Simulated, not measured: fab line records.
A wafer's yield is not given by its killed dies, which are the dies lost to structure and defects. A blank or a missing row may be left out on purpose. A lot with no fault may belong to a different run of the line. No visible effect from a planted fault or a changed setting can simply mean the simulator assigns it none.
Split-lot study ; flow n5 finfet ; route with 1938 steps; 7 lots, 21 wafers read

== THE SPLIT ITSELF ==
At N5_PASSIVATION_ETCH_54 (etches SiO2 in CHF3/O2, target depth 880 nm, time 440 s), the setting bias w was moved away from the recipe's 170 W on 6 of the 21 wafers read, by -16.9% to +6.5%. For the rest of the wafers, this setting stayed at what the recipe calls for.

Reading taken at the split's own step.

== THE READING ==
rf vpp V, in V, at N5_PASSIVATION_ETCH_54 (etches SiO2 in CHF3/O2, target depth 880 nm, time 440 s). A value of 524 V with a standard deviation of 5.5 V is what fault-free wafers of this fab line usually give.

wafer;tool, chamber at the split;bias w as run, W;against the recipe;rf vpp V, V;against lot-mates on the recipe
L075.2;rie diel-03, 0;170;recipe;518;-
L075.3;rie diel-03, 1;147.3;-13.4%;463;-59
L075.6;rie diel-03, 3;170;recipe;526;-
L077.1;rie diel-03, 0;170;recipe;520;-
L077.2;rie diel-03, 3;170;recipe;526;-
L077.5;rie diel-03, 1;170;recipe;520;-
L078.4;rie diel-01, 1;170;recipe;526;-
L078.5;rie diel-01, 2;170;recipe;528;-
L078.6;rie diel-01, 3;170;recipe;534;-
L081.1;rie diel-02, 0;170;recipe;528;-
L081.3;rie diel-02, 2;170;recipe;521;-
L081.5;rie diel-02, 2;170;recipe;520;-
L082.1;rie diel-02, 1;170;recipe;533;-
L082.2;rie diel-02, 2;181.1;+6.5%;547;+20
L082.5;rie diel-02, 2;170;recipe;522;-
L090.2;rie diel-03, 2;170;recipe;514;-
L090.4;rie diel-03, 3;147;-13.5%;468;-46
L090.6;rie diel-03, 1;147;-13.5%;464;-50
L093.4;rie diel-01, 0;141.3;-16.9%;449;-85
L093.5;rie diel-01, 3;170;recipe;534;-
L093.6;rie diel-01, 0;141.3;-16.9%;451;-83

THE FIT
A straight line over all 21 wafers: rf vpp V changes by +4.36 V for each +1% of bias w; r = +0.98; the points scatter about the line by 5.5 V.
The same after taking each lot's own level away (the mean of its wafers on the recipe; 21 wafers): +4.34 V for each +1%; r = +0.98; scatter 6.2 V.
According to that fit, moving bias w by its largest amount changes the reading by 73 V.
From 514.0 to 534.0 V: that is the span of the lots' own levels, equal to 3.6 times the standard deviation above.
The two slopes agree, so the slope changes little with the lot-to-lot level.
Check: -70 V against its lot-mates is what the line predicts for one of the wafers moved furthest among these (-16.9%) when that wafer is left out of the fit. It came out at -85 V against them.
Tool readings at the split's step, against how far the setting was moved: rf vpp V r = +0.98.

== ADDITIONAL SPLITS CARRIED BY THESE WAFERS ==
Other splits were also applied to these wafers ahead of the reading. Each is held against what the fit with the lots' levels taken away leaves over:
other split on the same wafers;wafers away from the commonest value;r with rf vpp V (lot level and that fit taken away)
N5_BEOL_M13_SPUTTER_43 time s;7;+0.03
N5_BEOL_M14_SPUTTER_43 time s;4;-0.32
N5_BEOL_M15_ILD_DEP_00 time s;7;+0.11
N5_MIM_TOP_SPUTTER_03 power w;7;+0.28
N5_PASSIVATION_ETCH_15 bias w;7;+0.31
N5_PASSIVATION_SPUTTER_20 target thk a;5;+0.35

== THE WHOLE CHAIN: every reading that the file lists as answering this split, in the file's order ==
step;what it does;reading;change (the file's fit);r (the file's)
N5_PASSIVATION_ETCH_54;etches SiO2 in CHF3/O2, target depth 880 nm, time 440 s;rf vpp V;+4.32 V for each +1% of the setting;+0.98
N5_PASSIVATION_ETCH_54;etches SiO2 in CHF3/O2, target depth 880 nm, time 440 s;etch.depth nm (the simulator's own value, which no gauge read);+2.63 nm for each +1% of the setting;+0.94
N5_PASSIVATION_ETCH_54;etches SiO2 in CHF3/O2, target depth 880 nm, time 440 s;PASSIVATION.feature depth nm (the simulator's own value, which no gauge read);+2.63 nm for each +1% of the setting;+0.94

== FILE'S OWN FIT ==
rf vpp V changes by +4.32 V for each +1% of bias w, r = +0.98.
